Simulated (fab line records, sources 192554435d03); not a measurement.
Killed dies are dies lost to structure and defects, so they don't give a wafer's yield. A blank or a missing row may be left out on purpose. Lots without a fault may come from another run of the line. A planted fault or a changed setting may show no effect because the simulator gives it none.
fab line records | flow n5_finfet
record lots=7 wafers=39
route steps=1938 shown DUMMY_GATE@246 MOL_CONTACT_COAG@531
start_h: hours from the record's first day to the start of the lot's first wafer shown | wait_h: hours since the lot's step before | " the same as in the row above | L1.1+2: a row that stands for several wafers | - no value, or no start given | * or withheld: withheld | < > ~ a bound
route shown NAME@n: a module of which the file shows steps, and the number in the route of the first | usual: mean/standard deviation of fault-free wafers | same: alike in all rows | chamber/n: place in a boat | sites: the reading at each site | _std_site: their standard deviation | _edge_site: outer sites' mean less inner sites' | radius_mm: how far each site lies from the wafer's centre | mask NAME#n: copy n | behind: the tool/chamber that last shaped the wafer | hold: why the lot was held/for how many hours/how that ended | device: the transistor (n, p or np) that didn't switch | end of line: the same wafers' tests at the end of the route | a step without rows: its recipe alone | killed: dies lost to structure and defects at the first sort, not the wafer's yield | map: a wafer's dies, x killed, . not, _ none there
set.NAME: the setting as run; set.NAME@STEP: as run at that earlier step | model.NAME: the simulator's own value behind a step, which no gauge read
lots whose settings were changed on purpose; a table a step, a row a wafer
## steps
# step N5_DUMMY_GATE_ETCH_32
# recipe chemistry=CF4 target=SiO2 target_depth_a=35 time_s=3.9 ion_energy_ev=350 pressure_mtorr=10 icp_w=800 bias_w=400 cf4_flow_sccm=80
# columns lot.wafer tool chamber start_h wait_h set.time_s model.etch.depth_nm
L078.1 rie_si-03 2 71.99 0.1 4.294 3.765
L078.2 " 3 " " 4.294 3.917
L078.3 " 1 " " 3.9 3.45
L078.4 " 0 " " 3.9 3.461
L078.5 " 2 " " 3.9 3.443
L078.6 " 1 " " 4.294 3.814
L079.1 rie_si-05 2 79.44 0.1 3.9 3.602
L079.2 " 1 " " 3.9 3.517
L079.3 " 0 " " 3.9 3.454
L079.4 " 3 " " 3.9 3.559
L079.5 " 0 " " 3.9 3.45
L079.6 " 1 " " 3.9 3.519
L080.1 rie_si-03 1 83.03 0.1 3.377 2.999
L080.2 " 0 " " 3.9 3.47
L080.3 " 3 " " 3.377 3.099
L080.4 " 2 " " 3.9 3.413
L080.5 " 2 " " 3.377 2.955
L080.6 " 3 " " 3.9 3.595
L086.1 rie_si-05 0 123.09 0.1 3.9 3.481
L086.2 " 1 " " 3.9 3.598
L086.3 " 2 " " 3.9 3.613
L086.4 " 3 " " 3.9 3.634
L086.5 " 1 " " 3.9 3.566
L086.6 " 0 " " 3.9 3.475
L087.1 rie_si-01 1 125.12 0.1 3.624 3.277
L087.2 " 2 " " 3.9 3.528
L087.3 " 0 " " 3.624 3.119
L087.4 " 3 " " 3.9 3.543
L087.5 " 3 " " 3.624 3.29
L087.6 " 0 " " 3.9 3.349
L091.2 rie_si-01 1 150.75 0.1 3.9 3.572
L091.4 " 0 " " 3.9 3.437
L091.6 " 3 " " 3.9 3.625
L097.1 rie_si-03 0 185.79 0.1 3.9 3.349
L097.2 " 2 " " 3.9 3.386
L097.3 " 3 " " 4.289 3.867
L097.4 " 1 " " 4.289 3.746
L097.5 " 1 " " 3.9 3.412
L097.6 " 2 " " 4.289 3.713
# step N5_MOL_CONTACT_COAG_ETCH_105
# recipe chemistry=CF4 target=SiARC target_depth_a=156 mask_material=CAR-EUV time_s=26 ion_energy_ev=80 pressure_mtorr=40 source_w=545 bias_w=36 Ar_flow_sccm=100 cf4_flow_sccm=100 ends=cleared
# usual rf_vpp_V=184.5/1.1
# columns lot.wafer tool chamber start_h wait_h set.bias_w rf_vpp_V
L078.1 rie_diel-03 3 113.26 0.0 32.23 171.0
L078.2 " 2 " " 36 185.1
L078.3 " 0 " " 32.23 172.8
L078.4 " 2 " " 32.23 173.2
L078.5 " 3 " " 36 185.7
L078.6 " 0 " " 36 184.4
L079.1 rie_diel-06 1 119.45 0.0 36 183.2
L079.2 " 0 " " 36 186.9
L079.3 " 2 " " 36 183.7
L079.4 " 1 " " 36 183.9
L079.5 " 2 " " 36 185.0
L079.6 " 0 " " 36 184.6
L080.1 rie_diel-06 2 124.73 0.0 36 185.4
L080.2 " 1 " " 38.64 190.3
L080.3 " 0 " " 36 184.3
L080.4 " 1 " " 36 183.5
L080.5 " 2 " " 38.64 193.6
L080.6 " 0 " " 38.64 193.4
L086.1 rie_diel-03 1 162.33 0.0 36 185.3
L086.2 " 0 " " 37.77 190.1
L086.3 " 3 " " 36 185.3
L086.4 " 2 " " 37.77 191.0
L086.5 " 0 " " 37.77 189.8
L086.6 " 3 " " 36 184.0
L087.1 rie_diel-02 0 168.46 0.0 36 184.1
L087.2 " 2 " " 40.24 196.7
L087.3 " 1 " " 40.24 198.8
L087.4 " 3 " " 40.24 197.5
L087.5 " 0 " " 36 181.7
L087.6 " 1 " " 36 184.7
L091.2 rie_diel-02 3 192.25 0.0 36 184.4
L091.4 " 2 " " 36 183.5
L091.6 " 3 " " 36 184.2
L097.1 rie_diel-02 0 227.36 0.0 36 181.9
L097.2 " 3 " " 36 185.0
L097.3 " 1 " " 29.68 162.9
L097.4 " 1 " " 36 184.3
L097.5 " 3 " " 29.68 162.7
L097.6 " 0 " " 29.68 160.0
## key
split step=N5_DUMMY_GATE_ETCH_32 setting=time_s stated=3.9 by=wafer
response step=N5_DUMMY_GATE_ETCH_32 reading=model.etch.depth_nm change=+0.0368 per=1% r=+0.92
split step=N5_MOL_CONTACT_COAG_ETCH_105 setting=bias_w stated=36 by=wafer
response step=N5_MOL_CONTACT_COAG_ETCH_105 reading=rf_vpp_V change=+1.21 per=1% r=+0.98
